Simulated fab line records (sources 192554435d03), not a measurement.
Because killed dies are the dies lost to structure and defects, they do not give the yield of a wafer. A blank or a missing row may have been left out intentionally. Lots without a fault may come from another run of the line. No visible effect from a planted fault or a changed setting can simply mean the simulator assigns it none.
Chamber matching ; flow n5_finfet ; rie_diel-03 running N5_BEOL_M8_ETCH_65: 4 sister chambers
The step etches SiARC in CF4, target depth 15.6 nm, time 26 s. 14 wafers are shown with their chamber, then 7 later ones without.

## WAFERS, EACH WITH ITS CHAMBER
wafer;chamber;drypump_motor_current_A (A);throttle_valve_pct (%);etch_rf_on_time_s (s)
L078.2;3;5.9;15.66;26.6
L078.3;2;5.2;15.41;25.3
L078.6;0;5.5;15.83;26.6
L083.2;0;5.5;15.85;26.8
L083.5;1;5.5;15.55;26.7
L083.6;2;5.2;15.41;25.3
L084.1;1;5.4;15.54;26.7
L084.3;0;5.5;15.86;26.8
L084.6;2;5.2;15.44;25.2
L085.2;2;5.2;15.43;25.0
L085.4;1;5.4;15.57;26.7
L085.5;1;5.4;15.57;26.6
L087.1;3;5.9;15.71;26.6
L087.4;2;5.2;15.41;25.0

SIGNATURES (means of the wafers above)
reading;chamber 0;chamber 1;chamber 2;chamber 3;scatter within a chamber
drypump_motor_current_A;5.500;5.425;5.200;5.900;0.0274
throttle_valve_pct;15.8467;15.5575;15.4200;15.6850;0.0179
etch_rf_on_time_s;26.733;26.675;25.160;26.600;0.112
Rule: for a wafer and a chamber, the distance is found by dividing, reading by reading, the gap between the wafer's reading and the chamber's mean by the reading's scatter, squaring, summing and taking the root. The wafer belongs to the nearest chamber; if the next one is less than 2 further off, it can't be placed. How the scatter is found: for the shown wafers, subtract from each reading the mean of its chamber, square and add these, divide the total by (wafers less chambers), then take the root.

## WAFERS WITH NO CHAMBER GIVEN
wafer;drypump_motor_current_A (A);throttle_valve_pct (%);etch_rf_on_time_s (s)
L087.5;5.9;15.71;26.4
L097.2;5.4;15.59;26.8
L097.4;5.2;15.46;25.1
L097.6;5.9;15.74;26.8
L094.4;5.5;15.90;26.4
L094.5;5.2;15.47;25.2
L094.6;5.4;15.61;26.6

## WHICH CHAMBER EACH WENT THROUGH
wafer;from the rows above;in truth
L087.5;3;3
L097.2;1;1
L097.4;2;2
L097.6;3;3
L094.4;0;0
L094.5;2;2
L094.6;1;1
Placed correctly: 7 of 7. Can't be placed from these rows: 0. Number placed wrongly: 0.
